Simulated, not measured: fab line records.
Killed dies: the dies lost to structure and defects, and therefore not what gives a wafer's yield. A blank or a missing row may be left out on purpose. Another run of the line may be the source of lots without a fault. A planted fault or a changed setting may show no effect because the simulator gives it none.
Chamber matching || flow n5_finfet || ald_sin-01 running N5_BEOL_M2_ALD_98: 4 sister chambers
The step deposits SiO2, target thk 2.5 nm, pulse time 1 s, co reactant pulse time 1 s. 8 wafers are shown with their chamber, then 11 later ones without.

## WAFERS PAIRED WITH THEIR CHAMBERS
{"wafer": "L080.5", "chamber": 1, "heater_power_w (W)": 88, "precursor_pulse_height_rel": 1.043}
{"wafer": "L080.6", "chamber": 0, "heater_power_w (W)": 80, "precursor_pulse_height_rel": 0.999}
{"wafer": "L086.2", "chamber": 1, "heater_power_w (W)": 87, "precursor_pulse_height_rel": 0.968}
{"wafer": "L086.5", "chamber": 3, "heater_power_w (W)": 69, "precursor_pulse_height_rel": 1.031}
{"wafer": "L088.1", "chamber": 2, "heater_power_w (W)": 85, "precursor_pulse_height_rel": 0.992}
{"wafer": "L088.2", "chamber": 3, "heater_power_w (W)": 70, "precursor_pulse_height_rel": 1.000}
{"wafer": "L088.6", "chamber": 2, "heater_power_w (W)": 87, "precursor_pulse_height_rel": 0.989}
{"wafer": "L091.1", "chamber": 0, "heater_power_w (W)": 82, "precursor_pulse_height_rel": 0.987}

## WAFERS WITHOUT THEIR CHAMBER
{"wafer": "L091.2", "heater_power_w (W)": 71, "precursor_pulse_height_rel": 0.987}
{"wafer": "L091.3", "heater_power_w (W)": 85, "precursor_pulse_height_rel": 0.993}
{"wafer": "L090.3", "heater_power_w (W)": 84, "precursor_pulse_height_rel": 0.989}
{"wafer": "L090.5", "heater_power_w (W)": 80, "precursor_pulse_height_rel": 0.977}
{"wafer": "L090.6", "heater_power_w (W)": 69, "precursor_pulse_height_rel": 0.988}
{"wafer": "L093.2", "heater_power_w (W)": 82, "precursor_pulse_height_rel": 0.973}
{"wafer": "L093.3", "heater_power_w (W)": 88, "precursor_pulse_height_rel": 0.970}
{"wafer": "L093.4", "heater_power_w (W)": 72, "precursor_pulse_height_rel": 0.975}
{"wafer": "L094.4", "heater_power_w (W)": 84, "precursor_pulse_height_rel": 0.967}
{"wafer": "L094.5", "heater_power_w (W)": 83, "precursor_pulse_height_rel": 1.001}
{"wafer": "L094.6", "heater_power_w (W)": 86, "precursor_pulse_height_rel": 0.997}

## WHICH CHAMBER EACH ONE RAN IN
{"wafer": "L091.2", "from the rows above": 3, "in truth": 3}
{"wafer": "L091.3", "from the rows above": "can't be placed: 2 or 1", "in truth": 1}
{"wafer": "L090.3", "from the rows above": "can't be placed: 2 or 0 or 1", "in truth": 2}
{"wafer": "L090.5", "from the rows above": 0, "in truth": 0}
{"wafer": "L090.6", "from the rows above": 3, "in truth": 3}
{"wafer": "L093.2", "from the rows above": 0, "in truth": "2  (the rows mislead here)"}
{"wafer": "L093.3", "from the rows above": "can't be placed: 1 or 2", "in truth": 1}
{"wafer": "L093.4", "from the rows above": 3, "in truth": 3}
{"wafer": "L094.4", "from the rows above": "can't be placed: 2 or 0 or 1", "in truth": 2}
{"wafer": "L094.5", "from the rows above": "can't be placed: 0 or 2", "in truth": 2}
{"wafer": "L094.6", "from the rows above": "can't be placed: 2 or 1", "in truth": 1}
Correct placement for 4 of the 11. From these rows, 6 cannot be placed; in 6 the true chamber is one of the candidates. Placed wrongly: 1.
How it was worked out, from the rows above alone: a wafer's distance from a chamber is the root of the sum, over the readings, of the square of ((its reading less the chamber's mean) divided by the reading's scatter). If the next closest chamber is less than 2 further off than the closest, the wafer can't be placed; otherwise it belongs to the closest. For every chamber, the mean is computed from those of its wafers that are shown. The scatter: take each reading less its chamber's mean, square it, sum over the shown wafers, divide by the number of wafers less the number of chambers, and take the root.
